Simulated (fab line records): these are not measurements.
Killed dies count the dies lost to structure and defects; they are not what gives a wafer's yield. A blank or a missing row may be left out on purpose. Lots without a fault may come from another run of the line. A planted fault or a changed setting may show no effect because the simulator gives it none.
One fault seen from 3 desks | flow n5 finfet | every desk sees just its own numbers, and what lay behind them comes last

THE DEFECT DESK
What the inspections along the route counted, lot by lot: means of the sampled wafers that have a number. A lot is out of limits, marked OUT, if its mean lies more than 4 standard deviations from the usual mean; the brackets give that distance.
Columns: A = raw defect count at N5_BEOL_M8_INSPECT_58, usual 73
lot  | first seen here | A
L998 | day 10 00:21    | 63
L999 | day 10 07:03    | 60
L100 | day 10 07:37    | 51
L102 | day 10 22:07    | 428 (+14) OUT
L104 | day 11 13:50    | 441 (+14) OUT
L115 | day 14 11:04    | 99
L116 | day 15 04:59    | 44
L117 | day 15 11:53    | 72
L118 | day 15 21:05    | 56
This desk's verdict: out of limits on L102, L104, starting with L102 at day 10 22:07 (raw defect count at N5_BEOL_M8_INSPECT_58). L998, L999, L100, L115, L116, L117, L118: within limits.

THE METROLOGY DESK
Means of the sampled wafers that have a number, per lot and without regard to the tool the lot ran on: this is what the gauges read. A lot is out of limits, marked OUT, if its mean lies more than 4 standard deviations from the usual mean; the brackets give that distance. Readings shown: 7 out of 11 (the first out of limits, and those lying furthest out on some lot).
Columns: A = DIBL_N at N5_BEOL_M4_RC_MEAS_101, usual 36.0 mV/V; B = DIBL_P at N5_BEOL_M4_RC_MEAS_101, usual 36.7 mV/V; C = IOFF_P at N5_BEOL_M4_RC_MEAS_101, usual 0.21 nA/um; D = SS_P at N5_BEOL_M4_RC_MEAS_101, usual 73.4 mV/dec; E = VT_N at N5_BEOL_M4_RC_MEAS_101, usual 250 mV; F = VT_P at N5_BEOL_M4_RC_MEAS_101, usual -251 mV; G = M8_THK at N5_BEOL_M8_THK_MEAS_53, usual 81 nm
lot  | first seen here | A    | B    | C    | D    | E   | F    | G
L998 | day 8 12:34     | 36.4 | 36.8 | 0.19 | 73.9 | 250 | -253 | 85
L999 | day 8 17:45     | 38.5 | 38.9 | 0.27 | 73.7 | 245 | -246 | 84
L100 | day 8 18:52     | 32.4 | 33.3 | 0.17 | 72.0 | 252 | -252 | 83
L102 | day 9 07:55     | 36.4 | 38.8 | 0.26 | 74.3 | 249 | -246 | 119 (+13) OUT
L104 | day 10 00:22    | 36.8 | 37.4 | 0.22 | 73.8 | 253 | -251 | 121 (+13) OUT
L115 | day 13 00:16    | 35.6 | 37.0 | 0.19 | 73.5 | 253 | -254 | 84
L116 | day 13 08:08    | 34.9 | 35.6 | 0.22 | 73.0 | 249 | -249 | 81
L117 | day 13 17:27    | 36.7 | 37.9 | 0.24 | 73.5 | 247 | -247 | 78
L118 | day 14 07:53    | 35.8 | 38.0 | 0.22 | 73.5 | 247 | -250 | 80
This desk reports L102, L104 out of limits; the earliest was L102 at day 10 21:58 (M8_THK at N5_BEOL_M8_THK_MEAS_53). L998, L999, L100, L115, L116, L117, L118: within limits.

DESK OF THE TOOL OWNER: cmp-04
The tool's own readings at N5_BEOL_M8_CMP_52 (polishes, stops on SiCOH lowk, t overpolish 6.9 s, target thk 80 nm): means of the sampled wafers that have a number, for each lot that ran on this tool. A lot is out of limits, marked OUT, if its mean lies more than 4 standard deviations from the usual mean; the brackets give that distance.
Columns: A = barrier field endpoint s at N5_BEOL_M8_CMP_52, usual 29.1 s; B = motor current A at N5_BEOL_M8_CMP_52, usual 6.3 A; C = overpolish run s at N5_BEOL_M8_CMP_52, usual 6.901 s; D = time to endpoint s at N5_BEOL_M8_CMP_52, usual 65 s
lot  | first seen here | A               | B   | C                       | D
L999 | day 10 06:38    | 29.3            | 6.2 | 6.903                   | 69
L100 | day 10 07:13    | 30.4            | 6.1 | 6.902                   | 69
L102 | day 10 21:40    | 35.2 (+6.4) OUT | 6.3 | 4.614 (-99 or more) OUT | 75
L104 | day 11 13:27    | 34.9 (+6.1) OUT | 6.1 | 4.613 (-99 or more) OUT | 69
L115 | day 14 10:37    | 28.9            | 6.1 | 6.896                   | 67
This desk's verdict: out of limits on L102, L104, starting with L102 at day 10 21:40 (barrier field endpoint s at N5_BEOL_M8_CMP_52). L999, L100, L115: within limits.

TAKEN TOGETHER
On L102, L104, at day 10 21:40, an alarm was possible from the tool owner's desk.
L102, L104 would have let the metrology desk raise an alarm at day 10 21:58.
The defect desk could have raised an alarm at day 10 22:07, on L102, L104.
The lots listed all ran N5_BEOL_M8_CMP_52 on cmp-04.

WHAT THE SIMULATOR HAD INSERTED
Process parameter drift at N5_BEOL_M8_CMP_52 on cmp-04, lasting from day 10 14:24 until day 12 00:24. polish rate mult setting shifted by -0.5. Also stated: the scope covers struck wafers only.
Shown lots that were struck: L102, L104.
Hours from the fault's start to each desk's first reading out of limits: the tool owner's desk, 7; the metrology desk, 8; the defect desk, 8.
